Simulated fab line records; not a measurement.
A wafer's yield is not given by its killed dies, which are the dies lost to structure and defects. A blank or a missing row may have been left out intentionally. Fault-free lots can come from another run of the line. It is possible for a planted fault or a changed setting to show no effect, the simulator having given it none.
Comparing a struck lot with a sound one    flow n5_finfet    39 steps out of a route of 1938
Sound: the wafers L985.1, L985.3, L985.4. The struck wafers were L977.2, L977.4, L977.6. The cause is given at the end.
Per side, at each step with rows, come the tool, then ch with its chambers, and then its first start. Under that, the readings that differ: sound wafers    struck wafers    difference of the means    sigmas: that difference in standard deviations of wafers without a fault.
alike: words and numbers the same on both sides, and readings whose means are apart by under 2 such deviations; not compared: readings that were withheld, readings missing a value for some wafer, numbers with overlapping values and no deviation given by the record, and bounds like >300 which may hide the same value.
Wherever a step has rows on one side only, a row that says differs or no value, or a row with sigmas, the two part there. Numbers that don't overlap but have no deviation are shown without sigmas and don't part them. A reading missing from all wafers of one side parts the sides only when that side holds two or more wafers.

first, 9 steps without rows for these wafers: N5_BEOL_M4_ANNEAL_95 (time 240 s); N5_BEOL_M4_SPUTTER_96 (material Cu, target thk 4.5 nm, time 8.29 s); N5_BEOL_M4_ECD_50 (material Cu, target thk 300 nm); N5_BEOL_M4_ANNEAL_51 (time 90 s); N5_BEOL_M4_CMP_52 (polishes, stops on SiOC, t overpolish 6.8 s, target thk 40 nm); N5_BEOL_M4_PRE_CLEAN_60 (time 15 s); N5_BEOL_M4_CO_CAP_55 (material Co, precursor CCTBA/H2, target thk 2 nm, time 102.1 s); N5_BEOL_M4_PRE_CLEAN_56 (time 15 s); N5_BEOL_M4_DEP_57 (deposits SiCN from 3MS/NH3, target thk 8 nm, time 14 s).
N5_BEOL_M4_RC_MEAS_101:
  sound on prober-01 ch 0, day 14 04:31; struck on prober-02 ch 0, day 12 02:04
  alike: DIBL_N, DIBL_P, IOFF_N, IOFF_P, ION_N, ION_P, SS_N, SS_P, VT_N, VT_P
then, 24 steps without rows for these wafers: N5_BEOL_M5_ILD_DEP_00 (deposits SiCOH lowk from DEMS/porogen, target thk 140.64 nm, time 25.9 s); N5_BEOL_M5_CURE_79 (cures SiCOH lowk, time 240 s); N5_BEOL_M5_PECVD_70 (deposits SiO2 from TEOS/O2, target thk 16 nm, time 18 s); N5_BEOL_M5_HM_DEP_02 (deposits TiN, target thk 20 nm); N5_BEOL_M5_COAT_59 (time 60 s, resist thk 60 nm); N5_BEOL_M5_COAT_60 (time 60 s, resist thk 12 nm); N5_BEOL_M5_COAT_71 (time 60 s, resist thk 5 nm); N5_BEOL_M5_COAT_05 (resist thk 30 nm); N5_BEOL_M5_EBR_07; N5_BEOL_M5_SOFTBAKE_06 (time 60 s); N5_BEOL_M5_EXPOSE_08 (exposes mask M5, target cd 28 nm); N5_BEOL_M5_PEB_09 (peb time 60 s); N5_BEOL_M5_DEVELOP_10 (develop time 30 s); N5_BEOL_M5_DESCUM_16 (chemistry O2, time 7 s); N5_BEOL_M5_ETCH_72 (etches underlayer in N2/H2, target depth 6.5 nm, time 5.2 s); N5_BEOL_M5_ETCH_61 (etches SiARC in CF4, target depth 15.6 nm, time 26 s); N5_BEOL_M5_ETCH_62 (etches SOC in N2/H2, target depth 75 nm, overetch 15 nm, time 112.5 s); N5_BEOL_M5_STRIP_63 (strips in N2/H2); N5_BEOL_M5_STRIP_73 (strips in N2/H2); N5_BEOL_M5_STRIP_64 (strips in CF4); N5_BEOL_M5_HM_OPEN_17 (chemistry Cl2/BCl3, target TiN, target depth 20 nm, overetch 6 nm); N5_BEOL_M5_STRIP_19 (strips in O2); N5_BEOL_M5_COAT_65 (time 60 s, resist thk 60 nm); N5_BEOL_M5_COAT_66 (time 60 s, resist thk 12 nm).
N5_BEOL_M8_CMP_52: polishes, stops on SiCOH lowk, t overpolish 6.9 s, target thk 80 nm.
  sound on cmp-03 ch 1,2,3, day 15 21:03; struck on cmp-03 ch 1,2,3, day 13 11:40
  no value came back on the struck wafers for any of 7 readings (barrier_field_endpoint_s (s), clearing_platen_down_force_psi (psi) and others); on the sound wafers barrier_field_endpoint_s (s) reads 28.6 30.0 29.7
reading                                     sound           struck             difference  sigmas
model.Cu_of_BEOL_M8_ECD_50.thk_nm (nm)      77.4 80.8 83.4  297.4 298.2 301.6  +218.5      
model.SiO2_of_BEOL_M8_PECVD_70.thk_nm (nm)  0 0 0           19.4 20.2 19.6     +19.7       
N5_BEOL_M8_THK_MEAS_53: measures by xrf.
  sound on film_metro-01 at day 15 21:20; struck on film_metro-01 at day 13 11:53
reading      sound           struck             difference  sigmas
M8_THK (nm)  77.1 81.0 83.3  300.7 300.8 304.4  +221.5      +92
N5_BEOL_M8_RS_MEAS_57: the measuring method here is four-point-probe.
  sound on film_metro-01 at day 15 21:28; struck on film_metro-01 at day 13 12:03
reading         sound              struck             difference  sigmas
M8_RS (ohm/sq)  0.298 0.283 0.272  0.065 0.065 0.064  -0.220      -20
N5_BEOL_M8_INSPECT_58: inspects for defects (darkfield).
  sound on defect_inspect-02 at day 15 21:30; struck on defect_inspect-02 at day 13 12:04
reading           sound      struck          difference  sigmas
raw_defect_count  96 95 152  1195 1225 1158  +1078       +43
-- a jump in the record: the struck wafers' starts before and after are 3 days apart (it breaks off in module BEOL_M8 and resumes in module PASSIVATION, where the first step shown is number 1936 of the route) --
N5_PASSIVATION_PROBE_49:
  the record has rows for the struck wafers here (prober-01, day 16 02:56) and none for the sound ones

WHERE THEY PART
Earliest at N5_BEOL_M8_CMP_52; latest, in this record, at N5_PASSIVATION_PROBE_49.

WHY: what had been put in by the simulator
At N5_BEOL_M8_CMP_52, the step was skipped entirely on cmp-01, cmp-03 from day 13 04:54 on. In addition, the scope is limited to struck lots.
